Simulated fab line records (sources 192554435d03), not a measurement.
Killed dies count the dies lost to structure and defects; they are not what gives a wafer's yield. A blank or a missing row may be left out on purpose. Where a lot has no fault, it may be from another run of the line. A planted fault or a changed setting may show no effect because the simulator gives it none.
Split-lot trial | flow n5 finfet | route with 1938 steps; 7 lots, 39 wafers read

## SPLIT DETAILS
At N5_BEOL_M0_SAQP_ALD_48 (deposits SiO2, target thk 20 nm, pulse time 1 s, co reactant pulse time 1 s), the setting ald cycles was moved away from the recipe's 139 on 18 of the 39 wafers read, by -48.9% to +25.9%. This setting was run at the recipe's value on the other wafers.

## FROM THE SPLIT TO THE READING: what the file shows between them, 7 steps
- N5_BEOL_M0_SAQP_ETCH_49: etches SiO2 in CF4/O2, target depth 37 nm
- N5_BEOL_M0_SAQP_STRIP_75: strips in CF4
- N5_BEOL_M0_CUTY_COAT_50: time 60 s, resist thk 15 nm
- N5_BEOL_M0_CUTY_DESCUM_61: chemistry O2, time 7.9 s
- N5_BEOL_M0_CUTY_ETCH_62: etches SiARC in CF4, time 58.5 s
- N5_BEOL_M0_CUTY_ETCH_63: etches SOC in N2/H2, target depth 82.7 nm, overetch 16.5 nm, time 124 s
- N5_BEOL_M0_CUTY_STRIP_64: strips in N2/H2

## THE READING
SiO2_of_BEOL_M0_SAQP_ALD_48.thk nm (the simulator's own value, which no gauge read), in nm, at N5_BEOL_M0_ETCH_138 (etches SiCN in CH3F/O2, target depth 12 nm, time 31.6 s). No usual value for it is given in the file. Average 11.6 nm, standard deviation 0.46 nm, over the 21 wafers here run with the recipe.

wafer  | tool, chamber at the split | ald cycles as run | against the recipe | SiO2_of_BEOL_M0_SAQP_ALD_48.thk nm, nm | against lot-mates on the recipe
L076.2 | ald sin-02, 3,1,3          | 139               | recipe             | 11.4                                   | -
L076.3 | ald sin-02, 3,1,3          | 139               | recipe             | 12.6                                   | -
L076.6 | ald sin-02, 3,1,3          | 139               | recipe             | 11.6                                   | -
L078.1 | ald sin-01, 0,2,0          | 139               | recipe             | 12.2                                   | -
L078.2 | ald sin-01, 0,2,0          | 139               | recipe             | 11.2                                   | -
L078.3 | ald sin-01, 1,3,1          | 170               | +22.3%             | 14.2                                   | +2.4
L078.4 | ald sin-01, 1,3,1          | 170               | +22.3%             | 14.6                                   | +2.8
L078.5 | ald sin-01, 1,3,1          | 170               | +22.3%             | 14.8                                   | +3.0
L078.6 | ald sin-01, 0,2,0          | 139               | recipe             | 12                                     | -
L084.1 | ald sin-03, 2,0            | 139               | recipe             | 11.8                                   | -
L084.2 | ald sin-03, 3              | 91                | -34.5%             | 7.2                                    | -4.4
L084.3 | ald sin-03, 0              | 139               | recipe             | 11.6                                   | -
L084.4 | ald sin-03, 1,3            | 91                | -34.5%             | 7.4                                    | -4.2
L084.5 | ald sin-03, 2,0            | 139               | recipe             | 11.4                                   | -
L084.6 | ald sin-03, 1,3            | 91                | -34.5%             | 8                                      | -3.6
L090.1 | ald sin-01, 0,3,0          | 139               | recipe             | 10.8                                   | -
L090.2 | ald sin-01, 0,3,0          | 139               | recipe             | 11.6                                   | -
L090.3 | ald sin-01, 1,1,3          | 115               | -17.3%             | 9.6                                    | -1.5
L090.4 | ald sin-01, 1,1,3          | 115               | -17.3%             | 9.6                                    | -1.5
L090.5 | ald sin-01, 1,1,3          | 115               | -17.3%             | 9.4                                    | -1.7
L090.6 | ald sin-01, 0,3,0          | 139               | recipe             | 11                                     | -
L092.1 | ald sin-01, 0,1,2          | 117               | -15.8%             | 10                                     | -1.3
L092.5 | ald sin-01, 0,1,2          | 117               | -15.8%             | 10                                     | -1.3
L092.2 | ald sin-01, 3              | 139               | recipe             | 11.2                                   | -
L092.3 | ald sin-01, 0,1,2          | 117               | -15.8%             | 10.2                                   | -1.1
L092.4 | ald sin-01, 2              | 139               | recipe             | 11.6                                   | -
L092.6 | ald sin-01, 3              | 139               | recipe             | 11                                     | -
L094.1 | ald sin-02, 0              | 175               | +25.9%             | 15.6                                   | +3.5
L094.2 | ald sin-02, 1,0,3          | 139               | recipe             | 12                                     | -
L094.4 | ald sin-02, 1,0,3          | 139               | recipe             | 12                                     | -
L094.3 | ald sin-02, 3,1            | 175               | +25.9%             | 14.4                                   | +2.3
L094.5 | ald sin-02, 3,1            | 175               | +25.9%             | 15                                     | +2.9
L094.6 | ald sin-02, 1,0,3          | 139               | recipe             | 12.4                                   | -
L095.1 | ald sin-03, 1              | 71                | -48.9%             | 5.8                                    | -5.7
L095.6 | ald sin-03, 1              | 71                | -48.9%             | 5.8                                    | -5.7
L095.2 | ald sin-03, 2              | 71                | -48.9%             | 6                                      | -5.5
L095.3 | ald sin-03, 3,0,0          | 139               | recipe             | 11.4                                   | -
L095.4 | ald sin-03, 3,0,0          | 139               | recipe             | 11.4                                   | -
L095.5 | ald sin-03, 3,0,0          | 139               | recipe             | 11.6                                   | -
The file does not say which wafer passed through which chamber wherever a row lists several chambers: such a row stands for several wafers.

FIT RESULTS
A straight line over all 39 wafers: SiO2_of_BEOL_M0_SAQP_ALD_48.thk nm changes by +0.121 nm for each +1% of ald cycles; r = +0.99; the points scatter about the line by 0.41 nm.
The same after taking each lot's own level away (the mean of its wafers on the recipe; 39 wafers): +0.113 nm for each +1%; r = +0.99; scatter 0.37 nm.
According to that fit, moving ald cycles by its largest amount changes the reading by 5.5 nm.
The span of the lots' own levels, 11.13 to 12.13 nm, comes to 2.2 times the standard deviation stated above.
The two slopes agree, so the slope changes little with the lot-to-lot level.
Check: -5.44 nm against its lot-mates is what the line predicts for one of the wafers moved furthest among these (-48.9%) when that wafer is left out of the fit. It came out at -5.67 nm against them.

## THE OTHER SPLITS THESE WAFERS WENT THROUGH
Before the reading, these wafers also passed through other splits. Each is held against what the fit with the lots' levels taken away leaves over:
other split on the same wafers       | wafers away from the commonest value | r with SiO2_of_BEOL_M0_SAQP_ALD_48.thk nm (lot level and that fit taken away)
N5_FIN_SAQP_ETCH_69 target depth a   | 12                                   | -0.02
N5_SD_EPI_P_EPI_21 epi growth time s | 12                                   | +0.29
N5_HKMG_FIN_ETCH_35 target depth a   | 9                                    | +0.22

## THE WHOLE CHAIN: every reading that the file lists as answering this split, in the file's order
step                    | what it does                                                                | reading                                                                             | change (the file's fit)               | r (the file's)
N5_BEOL_M0_SAQP_ALD_48  | deposits SiO2, target thk 20 nm, pulse time 1 s, co reactant pulse time 1 s | SiO2_of_BEOL_M0_SAQP_ALD_48.thk nm (the simulator's own value, which no gauge read) | +0.2 nm for each +1% of the setting   | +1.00
N5_BEOL_M0_SAQP_ETCH_49 | etches SiO2 in CF4/O2, target depth 37 nm                                   | SiO2_of_BEOL_M0_SAQP_ALD_48.thk nm (the simulator's own value, which no gauge read) | +0.139 nm for each +1% of the setting | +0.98
N5_BEOL_M0_CUTY_ETCH_62 | etches SiARC in CF4, time 58.5 s                                            | SiO2_of_BEOL_M0_SAQP_ALD_48.thk nm (the simulator's own value, which no gauge read) | +0.124 nm for each +1% of the setting | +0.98
N5_BEOL_M0_ETCH_138     | etches SiCN in CH3F/O2, target depth 12 nm, time 31.6 s                     | SiO2_of_BEOL_M0_SAQP_ALD_48.thk nm (the simulator's own value, which no gauge read) | +0.112 nm for each +1% of the setting | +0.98

## THE FILE'S OWN FIT
SiO2_of_BEOL_M0_SAQP_ALD_48.thk nm changes by +0.112 nm for each +1% of ald cycles, r = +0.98.
